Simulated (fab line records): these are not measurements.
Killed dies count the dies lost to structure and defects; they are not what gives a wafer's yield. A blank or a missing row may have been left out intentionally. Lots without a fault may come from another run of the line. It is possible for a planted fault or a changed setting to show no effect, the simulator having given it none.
fab line records | flow n5_finfet
record: lots: 4 | wafers: 12 | last_day: 17
route steps=1938 shown BEOL_M5@1112 PASSIVATION@1936
lots with no fault: from the same line, run without faults
start_h: the number of hours between the record's first day and the start of the first shown wafer of the lot | wait_h: time in hours since the lot's previous step | " the same as in the row above | L1.1+2: several wafers, shown together as one row | - no value, or no start given | * or withheld: withheld | < > ~ a bound
route shown NAME@n: names a module that has steps shown in the file, with the first one's number in the route | usual: mean/standard deviation of fault-free wafers | same: alike in all rows | chamber/n: place in a boat | sites: per-site readings | _std_site: the values' standard deviation | _edge_site: outer sites' mean less inner sites' | radius_mm: for every site, how far away it sits from the centre of the wafer | mask NAME#n: copy n | behind: tool/chamber where the wafer was last shaped | hold: reason for holding the lot/hours on hold/outcome of the hold | device: names the non-switching transistor (n, p or np) | end of line: the tests these same wafers got at the end of their route | a step without rows: its recipe alone | killed: at the first sort, the dies lost to defects and structure; wafer yield is something else | map: dies across one wafer; x = killed, . = not, _ = none there
set.NAME: the setting that was run; set.NAME@STEP: the one run at that earlier step | model.NAME: the simulator's own value behind a step, which no gauge read
lots at some steps of the route; a table a step, a row a wafer
services: the hour from which a tool's chamber was out of use, counted from the record's first day as start_h (under 0 if before that day), plus the number of hours and why
== steps ==
step: N5_BEOL_M5_ILD_DEP_00
recipe: material: SiCOH_lowk | target_thk_a: 1406.4 | temp_c: 300 | precursor: DEMS/porogen | pressure_torr: 5 | rf_w: 500 | time_s: 25.9
step: N5_BEOL_M5_CURE_79
recipe: temp_c: 385 | time_s: 240 | ambient: He/Ar | material: SiCOH_lowk
step: N5_BEOL_M5_PECVD_70
recipe: material: SiO2 | target_thk_a: 160 | temp_c: 400 | precursor: TEOS/O2 | pressure_torr: 5.5 | rf_w: 450 | teos_flow_sccm: 53.8 | gas: O2 | flow_sccm: 3000 | time_s: 18
step: N5_BEOL_M5_HM_DEP_02
recipe: material: TiN | target_thk_a: 200 | temp_c: 25 | chamber_pressure_pa: 0.49996
step: N5_BEOL_M5_COAT_59
recipe: resist: SOC | temp_c: 250 | time_s: 60 | spin_rpm: 1500 | resist_thk_nm: 60
step: N5_BEOL_M5_COAT_60
recipe: resist: SiARC | temp_c: 220 | time_s: 60 | spin_rpm: 1500 | resist_thk_nm: 12
step: N5_BEOL_M5_COAT_71
recipe: resist: underlayer | temp_c: 205 | time_s: 60 | spin_rpm: 1500 | resist_thk_nm: 5
step: N5_BEOL_M5_COAT_05
recipe: resist: CAR-EUV | spin_rpm: 1500 | resist_thk_nm: 30
step: N5_BEOL_M5_EBR_07
recipe: solvent: PGMEA | ebr_width_mm: 1.5
step: N5_BEOL_M5_SOFTBAKE_06
recipe: temp_c: 110 | time_s: 60 | resist: CAR-EUV
step: N5_BEOL_M5_EXPOSE_08
recipe: mask_id: M5 | na: 0.33 | source_shape: annular | sigma_inner: 0.4 | sigma_outer: 0.8 | polarization: unpolarized | target_cd_nm: 28 | dose_mj: 35.75
usual: exposure_dose_mJ_cm2: 35.70/0.056 | reticle_temp_C: 23.00/0.1
lot.wafer | tool           | chamber | start_h | wait_h | mask | exposure_dose_mJ_cm2 | reticle_temp_C
L655.2    | euv_scanner-02 | 0       | 179.92  | -      | M5#0 | 35.68                | 22.93
L655.4    | "              | 0       | "       | "      | M5#0 | 35.61                | 23.07
L655.6    | "              | 0       | "       | "      | M5#0 | 35.67                | 23.16
L665.1    | euv_scanner-02 | 0       | 235.08  | -      | M5#0 | 34.88                | 23.15
L665.2    | "              | 0       | "       | "      | M5#0 | 34.86                | 23.06
L665.5    | "              | 0       | "       | "      | M5#0 | 34.82                | 23.06
L669.1    | euv_scanner-02 | 0       | 256.53  | -      | M5#0 | 35.00                | 22.94
L669.2    | "              | 0       | "       | "      | M5#0 | 35.04                | 22.83
L669.3    | "              | 0       | "       | "      | M5#0 | 35.07                | 22.97
L676.2    | euv_scanner-01 | 0       | 301.96  | -      | M5#0 | 35.70                | 22.87
L676.5    | "              | 0       | "       | "      | M5#0 | 35.75                | 22.82
L676.6    | "              | 0       | "       | "      | M5#0 | 35.70                | 22.84
step: N5_BEOL_M5_PEB_09
recipe: peb_temp_c: 100 | peb_time_s: 60 | resist: CAR-EUV
step: N5_BEOL_M5_DEVELOP_10
recipe: develop_time_s: 30 | developer: TMAH | resist: CAR-EUV | rinse_liquid: surfactant_rinse | dry: air_spin | dev_temp_c: 23
step: N5_BEOL_M5_DESCUM_16
recipe: chemistry: O2 | time_s: 7 | source_power_w: 50 | bias_power_w: 20 | pressure_mtorr: 20 | rf_frequency_hz: 2.712e+07 | temp_c: 40 | resist: CAR-EUV | o2_flow_sccm: 225
usual: drypump_motor_current_A: 5.8/0.41 | oes_product_au: 0.77/0.088 | rf_vpp_V: 243.4/1.3 | showerhead_plenum_p_Torr: 2.12/0.063 | temp_c: 40.02/0.11 | throttle_valve_pct: 20.56/0.28
lot.wafer | tool        | chamber | start_h | wait_h | drypump_motor_current_A | oes_product_au | rf_hours_counter_h | rf_vpp_V | showerhead_plenum_p_Torr | temp_c | throttle_valve_pct | model.BEOL_M5.cd_nm
L655.2    | rie_diel-03 | 3       | 180.16  | 0.0    | 6.6                     | 0.89           | 34                 | 246.9    | 2.23                     | 39.86  | 20.26              | 27.6
L655.4    | "           | 2       | "       | "      | 6.4                     | 0.74           | 167                | 242.2    | 2.10                     | 39.79  | 20.47              | 28.2
L655.6    | "           | 2       | "       | "      | 6.4                     | 0.74           | -                  | 241.6    | 2.10                     | 39.91  | 20.48              | 28.2
L665.1    | rie_diel-01 | 0       | 236.26  | 1.0    | 5.1                     | 0.72           | 196                | 244.2    | 2.19                     | 40.12  | 20.57              | 27.4
L665.2    | "           | 2       | "       | "      | 5.4                     | 0.84           | 85                 | 242.0    | 2.11                     | 39.96  | 20.67              | 27.4
L665.5    | "           | 0       | "       | "      | 5.1                     | 0.72           | -                  | 244.9    | 2.20                     | 40.12  | 20.57              | 27.6
L669.1    | rie_diel-01 | 0       | 256.80  | 0.1    | 5.1                     | 0.72           | 205                | 243.4    | 2.19                     | 39.97  | 20.58              | 27.8
L669.2    | "           | 2       | "       | "      | 5.4                     | 0.82           | 94                 | 243.0    | 2.11                     | 39.86  | 20.69              | 27.2
L669.3    | "           | 1       | "       | "      | 5.6                     | 0.92           | 18                 | 242.9    | 2.08                     | 39.92  | 20.16              | 27.6
L676.2    | rie_diel-01 | 1       | 302.21  | 0.0    | 5.6                     | 0.88           | 33                 | 242.3    | 2.07                     | 40.15  | 20.20              | 27.6
L676.5    | "           | 0       | "       | "      | 5.1                     | 0.70           | -                  | 244.9    | 2.19                     | 39.86  | 20.59              | 27.8
L676.6    | "           | 1       | "       | "      | 5.6                     | 0.88           | -                  | 241.9    | 2.07                     | 40.16  | 20.19              | 27.8
step: N5_BEOL_M5_ETCH_72
recipe: chemistry: N2/H2 | target: underlayer | target_depth_a: 65 | mask_material: CAR-EUV | time_s: 5.2 | ion_energy_ev: 200 | pressure_mtorr: 30 | source_w: 840 | bias_w: 150 | n2_flow_sccm: 200 | h2_flow_sccm: 200 | ends: cleared
step: N5_BEOL_M5_ETCH_61
recipe: chemistry: CF4 | target: SiARC | target_depth_a: 156 | mask_material: CAR-EUV | time_s: 26 | ion_energy_ev: 80 | pressure_mtorr: 40 | source_w: 545 | bias_w: 36 | Ar_flow_sccm: 100 | cf4_flow_sccm: 100 | ends: cleared
step: N5_BEOL_M5_ETCH_62
recipe: chemistry: N2/H2 | target: SOC | target_depth_a: 750 | overetch_a: 150 | mask_material: SiARC | temp_c: 40 | time_s: 112.5 | ion_energy_ev: 200 | pressure_mtorr: 30 | source_w: 840 | bias_w: 150 | n2_flow_sccm: 200 | h2_flow_sccm: 200
step: N5_BEOL_M5_STRIP_63
recipe: chemistry: N2/H2 | temp_c: 40 | n2_flow_sccm: 200 | h2_flow_sccm: 200 | rf_frequency_hz: 6e+07
step: N5_BEOL_M5_STRIP_73
recipe: chemistry: N2/H2 | temp_c: 40 | n2_flow_sccm: 200 | h2_flow_sccm: 200 | rf_frequency_hz: 6e+07
step: N5_BEOL_M5_STRIP_64
recipe: chemistry: CF4 | resist: SiARC | power_w: 300 | bias_power_w: 75 | pressure_mtorr: 50 | cf4_flow_sccm: 150 | rf_frequency_hz: 6e+07
step: N5_BEOL_M5_HM_OPEN_17
recipe: chemistry: Cl2/BCl3 | target_depth_a: 200 | overetch_a: 60 | target: TiN | mask_material: SOC | ion_energy_ev: 150 | pressure_mtorr: 10 | icp_w: 1000 | bias_w: 126 | Cl2_flow_sccm: 53.25 | bcl3_flow_sccm: 21.75 | Ar_flow_sccm: 25
step: N5_BEOL_M5_STRIP_19
recipe: chemistry: O2 | power_w: 400 | temp_c: 40 | pressure_mtorr: 30 | rf_frequency_hz: 6e+07 | bias_power_w: 0 | overash_fraction: 0.2 | o2_flow_sccm: 225
step: N5_BEOL_M5_COAT_65
recipe: resist: SOC | temp_c: 250 | time_s: 60 | spin_rpm: 1500 | resist_thk_nm: 60
step: N5_BEOL_M5_COAT_66
recipe: resist: SiARC | temp_c: 220 | time_s: 60 | spin_rpm: 1500 | resist_thk_nm: 12
step: N5_BEOL_M5_COAT_74
recipe: resist: underlayer | temp_c: 205 | time_s: 60 | spin_rpm: 1500 | resist_thk_nm: 5
step: N5_BEOL_M5_COAT_22
recipe: resist: CAR-EUV | spin_rpm: 1500 | resist_thk_nm: 30
step: N5_BEOL_M5_EBR_24
recipe: solvent: PGMEA | ebr_width_mm: 1.5
step: N5_BEOL_M5_SOFTBAKE_23
recipe: temp_c: 110 | time_s: 60 | resist: CAR-EUV
step: N5_BEOL_M5_EXPOSE_25
recipe: mask_id: V4 | na: 0.33 | source_shape: quasar | sigma_inner: 0.2 | sigma_outer: 0.6 | polarization: unpolarized | defocus_nm: 10 | dose_mj: 52.75
step: N5_BEOL_M5_PEB_26
recipe: peb_temp_c: 100 | peb_time_s: 60 | resist: CAR-EUV
step: N5_BEOL_M5_DEVELOP_27
recipe: develop_time_s: 30 | developer: TMAH | resist: CAR-EUV | rinse_liquid: surfactant_rinse | dry: air_spin | dev_temp_c: 23
step: N5_BEOL_M5_DESCUM_33
recipe: chemistry: O2 | time_s: 7 | source_power_w: 50 | bias_power_w: 20 | pressure_mtorr: 20 | rf_frequency_hz: 2.712e+07 | temp_c: 40 | resist: CAR-EUV | o2_flow_sccm: 225
step: N5_BEOL_M5_ETCH_75
recipe: chemistry: N2/H2 | target: underlayer | target_depth_a: 65 | mask_material: CAR-EUV | time_s: 5.2 | ion_energy_ev: 200 | pressure_mtorr: 30 | source_w: 840 | bias_w: 150 | n2_flow_sccm: 200 | h2_flow_sccm: 200 | ends: cleared
step: N5_BEOL_M5_ETCH_41
recipe: chemistry: CH3F/O2 | target: SiCN | target_depth_a: 315 | taper_deg: 2 | time_s: 56.7 | ion_energy_ev: 120 | mask_material: TiN | pressure_mtorr: 30 | source_w: 395 | bias_w: 75 | Ar_flow_sccm: 150 | CH3F_flow_sccm: 30 | O2_flow_sccm: 20
usual: CH3F_flow_sccm: 30.00/0.097 | O2_flow_sccm: 19.99/0.054 | drypump_motor_current_A: 5.8/0.41 | oes_product_au: 0.77/0.09 | rf_vpp_V: 297.7/1.5 | showerhead_plenum_p_Torr: 2.01/0.061 | throttle_valve_pct: 16.36/0.28
lot.wafer | tool        | chamber | start_h | wait_h | CH3F_flow_sccm | O2_flow_sccm | drypump_motor_current_A | oes_product_au | rf_hours_counter_h | rf_vpp_V | showerhead_plenum_p_Torr | throttle_valve_pct | model.BEOL_M5.cd_nm
L655.2    | rie_diel-03 | 3       | -       | -      | 29.96          | 19.96        | 6.6                     | 0.87           | 35                 | 300.0    | 2.13                     | 16.13              | 28
L655.4    | "           | 1       | "       | "      | 29.95          | 19.96        | 5.7                     | 0.72           | 172                | 299.3    | 1.98                     | 16.57              | 28
L655.6    | "           | 0       | "       | "      | 30.02          | 20.07        | 6.1                     | 0.74           | -                  | 298.9    | 2.07                     | 16.17              | 28
L665.1    | rie_diel-01 | 2       | -       | -      | 29.93          | 19.94        | 5.4                     | 0.85           | 88                 | 297.5    | 2.01                     | 16.47              | 27.2
L665.2    | "           | 1       | "       | "      | 30.10          | 20.05        | 5.6                     | 0.93           | 12                 | 295.1    | 1.96                     | 15.80              | 27.4
L665.5    | "           | 1       | "       | "      | 29.89          | 19.96        | 5.6                     | 0.93           | -                  | 296.0    | 1.96                     | 15.82              | 27.8
L669.1    | rie_diel-02 | 2       | -       | -      | 29.89          | 19.94        | 6.0                     | 0.73           | 202                | 299.0    | 2.07                     | 16.52              | 27.8
L669.2    | "           | 0       | "       | "      | 29.96          | 20.02        | 6.0                     | 0.94           | 11                 | 298.8    | 2.03                     | 15.93              | 27.2
L669.3    | "           | 1       | "       | "      | 29.98          | 19.97        | 5.7                     | 0.69           | 216                | 294.4    | 1.91                     | 16.72              | 27.6
L676.2    | rie_diel-02 | 2       | -       | -      | 29.98          | 20.05        | 6.0                     | 0.72           | 216                | 299.2    | 2.07                     | 16.55              | 28
L676.5    | "           | 3       | "       | "      | 30.01          | 20.05        | 5.7                     | 0.67           | -                  | 296.2    | 1.96                     | 16.80              | 28
L676.6    | "           | 0       | "       | "      | 30.06          | 20.03        | 6.0                     | 0.91           | -                  | 298.2    | 2.02                     | 15.96              | 28.2
step: N5_PASSIVATION_PROBE_49
usual: defect_limited_yield: 91.4/1.5 | killed_at_M0_to_M3: 36/11 | killed_at_M4_up: 14/6 | killed_at_contacts: 11/6 | killed_at_front_end: 37/11 | killed_at_other: 4/3.4 | killed_dies: 102/18 | killed_open: 66/13 | killed_short: 34/7.8 | sort_bin_5_function: 5.0/0.97 | sort_bin_6_memory: 3.2/0.7 | sort_bin_8_speed: 0.0/0.38 | sort_n_pass: 1078/19 | sort_yield_pct: 91.3/1.6
same: gross_dies: 1180 | killed_at_back_side: 0 | sort_bin_4_leakage[%]: 0
lot.wafer | tool      | chamber | start_h | wait_h | defect_limited_yield[%] | killed_at_M0_to_M3 | killed_at_M4_up | killed_at_contacts | killed_at_front_end | killed_at_other | killed_dies | killed_open | killed_short | sort_bin_5_function[%] | sort_bin_6_memory[%] | sort_bin_8_speed[%] | sort_n_pass | sort_yield_pct[%]
L676.2    | prober-02 | -       | 400.12  | 0.1    | 89.7                    | 54                 | 14              | 24                 | 28                  | 1               | 121         | 78          | 41           | 5.4                    | 4.3                  | 0                   | 1059        | 89.7
L676.5    | prober-02 | -       | 400.27  | 0.2    | 88.6                    | 29                 | 12              | 30                 | 63                  | 1               | 135         | 84          | 50           | 6.5                    | 4.5                  | 0                   | 1045        | 88.6
L676.6    | prober-02 | -       | 400.32  | 0.3    | 90.1                    | 46                 | 11              | 28                 | 30                  | 2               | 117         | 75          | 40           | 5.3                    | 4.4                  | 0                   | 1063        | 90.1
killed by level:class
L676.2 MOL_CONTACT_COAG:geometric_particle:open=20 BEOL_M0_SAQP:geometric_particle:open=15 BEOL_M0_SAQP:geometric_particle:short=15 FIN_SAQP:geometric_particle:short=8 BEOL_M1:geometric_particle:open=8 FIN_SAQP:geometric_particle:open=5 GATE_CUT:geometric_particle:open=4 MOL_CONTACT_COAG:geometric_particle:short=4
L676.5 MOL_CONTACT_COAG:geometric_particle:open=23 FIN_SAQP:geometric_particle:short=20 FIN_SAQP:geometric_particle:open=14 STI_FIN_REVEAL:geometric_particle:open=12 BEOL_M0_SAQP:geometric_particle:open=8 MOL_CONTACT_COAG:geometric_particle:short=7 BEOL_M0_SAQP:geometric_particle:short=7 BEOL_M4:geometric_particle:open=7
L676.6 MOL_CONTACT_COAG:geometric_particle:open=24 FIN_SAQP:geometric_particle:short=14 BEOL_M0_SAQP:geometric_particle:open=11 BEOL_M0_SAQP:geometric_particle:short=10 BEOL_M3:geometric_particle:open=7 FIN_SAQP:geometric_particle:open=6 BEOL_M1:geometric_particle:open=5 BEOL_M5:geometric_particle:open=5
== services ==
tool           | chamber | start_h | hours | kind
rie_diel-03    | -       | 160.73  | 0.5   | repair
euv_scanner-02 | -       | 176.76  | 1.0   | pm
rie_diel-01    | 1       | 187.49  | -     | clean
rie_diel-01    | 1       | 187.49  | -     | consumable_replace:focus_ring
rie_diel-01    | 1       | 187.49  | 23.4  | scheduled_down
rie_diel-01    | 1       | 187.49  | 23.4  | vent_cycle
euv_scanner-01 | -       | 188.86  | 1.0   | pm
rie_diel-03    | -       | 198.08  | 1.1   | repair
rie_diel-03    | -       | 199.54  | 2.6   | repair
euv_scanner-01 | -       | 200.38  | 4.6   | pm
rie_diel-01    | 3       | 213.02  | 48.6  | repair
rie_diel-03    | 0       | 216.61  | 2.9   | repair
euv_scanner-02 | -       | 227.74  | 1.8   | repair
euv_scanner-02 | -       | 232.91  | 1.0   | pm
euv_scanner-01 | -       | 245.01  | 1.0   | pm
rie_diel-01    | 3       | 261.78  | -     | clean
rie_diel-01    | 3       | 261.78  | -     | consumable_replace:focus_ring
rie_diel-01    | 3       | 261.78  | 18.0  | scheduled_down
rie_diel-01    | 3       | 261.78  | 18.0  | vent_cycle
euv_scanner-02 | -       | 269.28  | 4.6   | pm
rie_diel-03    | -       | 283.25  | 0.1   | repair
euv_scanner-02 | -       | 289.07  | 1.0   | pm
rie_diel-03    | 1       | 299.40  | 1.6   | repair
euv_scanner-02 | -       | 300.94  | 17.3  | pm
== key ==
first_sign: step: N5_BEOL_M5_EXPOSE_08 | reading: exposure_dose_mJ_cm2 | direction: down | sigmas: 13 | usual: 35.70 | struck: 34.94
effect none on later readings
model_effect: step: N5_BEOL_M5_DESCUM_16 | value: BEOL_M5.cd_nm | without: 27.97 | struck: 27.5
model_effect: step: N5_BEOL_M5_ETCH_41 | value: BEOL_M5.cd_nm | without: 28 | struck: 27.5
met_at N5_BEOL_M5_EXPOSE_08
struck_wafers L665.1,L665.2,L665.5,L669.1,L669.2,L669.3
loop_trim: step: N5_BEOL_M5_EXPOSE_08 | setting: dose | lots: L669
onset_between 179.92 235.08
fault: kind: process_parameter_drift | tool: euv_scanner-02 | chamber: - | onset_h: 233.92 | steps: N5_BEOL_M5_EXPOSE_08 | channel: dose_mj | offset: -0.73499 | shape: step | acts_in: these_recipes_only | stated: 35.75
loop_trim: a control loop set the setting to another value than it would have without faults
